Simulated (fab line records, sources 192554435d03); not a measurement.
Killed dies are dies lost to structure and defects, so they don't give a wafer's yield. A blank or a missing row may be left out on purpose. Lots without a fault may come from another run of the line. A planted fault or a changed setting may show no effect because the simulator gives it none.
A struck lot beside a sound one | flow n5_finfet | 43 steps out of a route of 1938
Sound: wafers L355.2, L355.3, L355.5. Struck: wafers L366.1, L366.3, L366.6. The cause comes at the end.
At each step with rows: each side's tool, then ch and its chambers, then its first start. Under that, the readings that differ: sound wafers | struck wafers | difference of the means | sigmas: that difference in standard deviations of wafers without a fault.
alike: readings whose means differ by less than 2 such deviations, and words and numbers that are the same on both sides. not compared: withheld readings, readings that some wafer has no value for, bounds like >300 that may hide the same value, and numbers for which the record gives no deviation and whose values overlap.
The two part at a step that has a row with sigmas, a row that says differs or no value, or rows on one side only. Numbers that don't overlap but have no deviation are shown without sigmas and don't part them. A reading that every wafer of one side lacks parts them only if that side has two wafers or more.

N5_MOL_CONTACT_COAG_THK_MEAS_53:
  sound on film_metro-01, day 5 10:07; struck on film_metro-02, day 8 02:07
  alike: VIA_MOL_THK
then, 1 step without rows for these wafers: N5_MOL_CONTACT_COAG_ANNEAL_112 (time 1800 s).
N5_MOL_CONTACT_COAG_INSPECT_97: inspects for defects (darkfield).
  sound on defect_inspect-02, day 5 23:01; struck on defect_inspect-01, day 8 05:10
  alike: raw_defect_count
N5_BEOL_M0_SAQP_PECVD_00: deposits SiCN from 3MS/NH3, target thk 8 nm, time 14 s.
  sound on pecvd-04 ch 0,1, day 5 23:19; struck on pecvd-01 ch 0, day 8 05:30
  alike: showerhead_plenum_p_Torr, throttle_valve_pct
then, 1 step without rows for these wafers: N5_BEOL_M0_SAQP_ILD_DEP_01 (deposits SiOC from DEMS/O2, target thk 45.419 nm, time 8.7 s).
N5_BEOL_M0_SAQP_HM_DEP_02: deposits TiN, target thk 12 nm.
  sound on pvd_sputter-03, day 6 01:21; struck on pvd_sputter-01, day 8 06:28
  alike: throttle_valve_pct
then, 1 step without rows for these wafers: N5_BEOL_M0_SAQP_PECVD_03 (deposits SiCN from 3MS/NH3, target thk 12 nm, time 21.1 s).
N5_BEOL_M0_SAQP_PECVD_96: deposits a-Si from SiH4/He, target thk 45 nm, time 45.2 s.
  sound on pecvd-03 ch 0,1,2, day 6 01:30; struck on pecvd-03 ch 0,1,2, day 8 06:37
  alike: heater_power_w, showerhead_plenum_p_Torr, throttle_valve_pct
then, 2 steps without rows for these wafers: N5_BEOL_M0_SAQP_PECVD_97 (deposits SiNx from SiH4/NH3/N2, target thk 23 nm, time 19.9 s); N5_BEOL_M0_SAQP_PECVD_04 (deposits a-Si from SiH4/He, target thk 60 nm, time 60.2 s).
N5_BEOL_M0_SAQP_THK_MEAS_05:
  sound on film_metro-02, day 6 01:41; struck on film_metro-01, day 8 06:48
  alike: thk_nm
N5_BEOL_M0_SAQP_HM_DEP_111: deposits SiO2 from SiH4/N2O, target thk 12 nm, time 7.2 s.
  sound on pecvd-01 ch 0,2, day 6 01:43; struck on pecvd-04 ch 0,1,2, day 8 06:50
  alike: heater_power_w, showerhead_plenum_p_Torr
then, 8 steps without rows for these wafers: N5_BEOL_M0_SAQP_COAT_81 (time 60 s, resist thk 100 nm); N5_BEOL_M0_SAQP_COAT_82 (time 60 s, resist thk 30 nm); N5_BEOL_M0_SAQP_COAT_08 (resist thk 90 nm); N5_BEOL_M0_SAQP_EBR_10; N5_BEOL_M0_SAQP_SOFTBAKE_09 (time 60 s); N5_BEOL_M0_SAQP_EXPOSE_11 (exposes mask M0 CORE, target cd 42 nm); N5_BEOL_M0_SAQP_PEB_12 (peb time 60 s); N5_BEOL_M0_SAQP_DEVELOP_13 (develop time 30 s).
N5_BEOL_M0_SAQP_CD_MEAS_14: target cd 42.5 nm.
  sound on cd_sem-02 ch 0, day 6 02:10; struck on cd_sem-03 ch 0, day 8 07:18
  alike: cd_nm
N5_BEOL_M0_SAQP_OVL_MEAS_15:
  sound on overlay-01 ch 0, day 6 02:12; struck on overlay-01 ch 0, day 8 07:20
  alike: M0_CORE_OVL
N5_BEOL_M0_SAQP_INSPECT_16: inspects for defects (brightfield).
  sound on defect_inspect-02, day 6 02:13; struck on defect_inspect-01, day 8 07:21
  reading          | sound       | struck      | difference | sigmas
  raw_defect_count | 459 378 359 | 629 688 807 | +309       | +3
then, 14 steps without rows for these wafers: N5_BEOL_M0_SAQP_DESCUM_19 (chemistry O2, time 7.9 s); N5_BEOL_M0_SAQP_ETCH_83 (etches SiARC in CF4, target depth 39 nm, time 65 s); N5_BEOL_M0_SAQP_ETCH_84 (etches SOC in N2/H2, target depth 100 nm, overetch 20 nm, time 150 s); N5_BEOL_M0_SAQP_STRIP_80 (strips in N2/H2); N5_BEOL_M0_SAQP_HM_OPEN_112 (chemistry CHF3/O2, target SiO2, stops on a-Si, target depth 12 nm, time 13.5 s); N5_BEOL_M0_SAQP_STRIP_113 (strips in CHF3/O2); N5_BEOL_M0_SAQP_MANDREL_ETCH_20 (etches a-Si in HBr/Cl2, stops on SiNx, target depth 60 nm, bt time 10 s, time 30 s); N5_BEOL_M0_SAQP_STRIP_86 (strips in N2/H2); N5_BEOL_M0_SAQP_STRIP_115 (strips in post etch residue remover, time 60 s); N5_BEOL_M0_SAQP_SRD_93 (time 30 s); N5_BEOL_M0_SAQP_RECESS_114 (chemistry HF/NH3, target SiO2, target depth 14.4 nm, afs cycles 3, sublimation time 60 s); N5_BEOL_M0_SAQP_SPACER1_ALD_98 (deposits SiO2, target thk 12.8 nm, pulse time 1 s, purge time 2 s); N5_BEOL_M0_SAQP_SPACER1_ETCHBACK_99 (etches SiO2 in CHF3/O2, target depth 15.4 nm, time 7.7 s); N5_BEOL_M0_SAQP_MANDREL1_REMOVE_100 (chemistry HBr/Cl2/O2, target a-Si, stops on SiNx, bt time 10 s).
N5_BEOL_M0_SAQP_CD_MEAS_25: target cd 13.1 nm.
  sound on cd_sem-02 ch 0, day 6 04:36; struck on cd_sem-01 ch 0, day 8 09:02
  alike: cd_nm
N5_BEOL_M0_SAQP_ETCH_101: etches SiNx in CH3F/O2, target depth 29.9 nm, time 42.7 s.
  sound on rie_diel-06 ch 0,1,2, day 6 04:38; struck on rie_diel-06 ch 0,1, day 8 09:04
  alike: drypump_motor_current_A, oes_product_au, rf_vpp_V, showerhead_plenum_p_Torr, throttle_valve_pct
  not compared: rf_hours_counter_h
N5_BEOL_M0_SAQP_ETCH_102: etches SiO2 in CF4, target depth 4 nm, time 4.4 s.
  sound on rie_si-04 ch 0,2, day 6 04:44; struck on rie_si-04 ch 0,1,3, day 8 09:10
  alike: drypump_motor_current_A, oes_product_au, throttle_valve_pct
  not compared: rf_hours_counter_h
then, 1 step without rows for these wafers: N5_BEOL_M0_SAQP_MANDREL_ETCH_103 (etches a-Si in HBr/Cl2, stops on SiCN, target depth 45 nm, bt time 10 s, time 27 s).
N5_BEOL_M0_SAQP_INSPECT_42: inspects for defects (brightfield).
  sound on defect_inspect-01, day 6 07:34; struck on defect_inspect-02, day 8 12:05
  reading          | sound       | struck      | difference | sigmas
  raw_defect_count | 157 192 209 | 560 501 671 | +391       | +5
N5_BEOL_M0_CUTY_INSPECT_59: inspects for defects (macro).
  sound on defect_inspect-02, day 6 09:14; struck on defect_inspect-01, day 8 13:56
  reading          | sound | struck      | difference | sigmas
  raw_defect_count | 3 2 4 | 280 254 288 | +271       | +99 or more

WHERE THEY PART
First at N5_BEOL_M0_SAQP_INSPECT_16; last, within this record, at N5_BEOL_M0_CUTY_INSPECT_59.

WHY: what the simulator had put in
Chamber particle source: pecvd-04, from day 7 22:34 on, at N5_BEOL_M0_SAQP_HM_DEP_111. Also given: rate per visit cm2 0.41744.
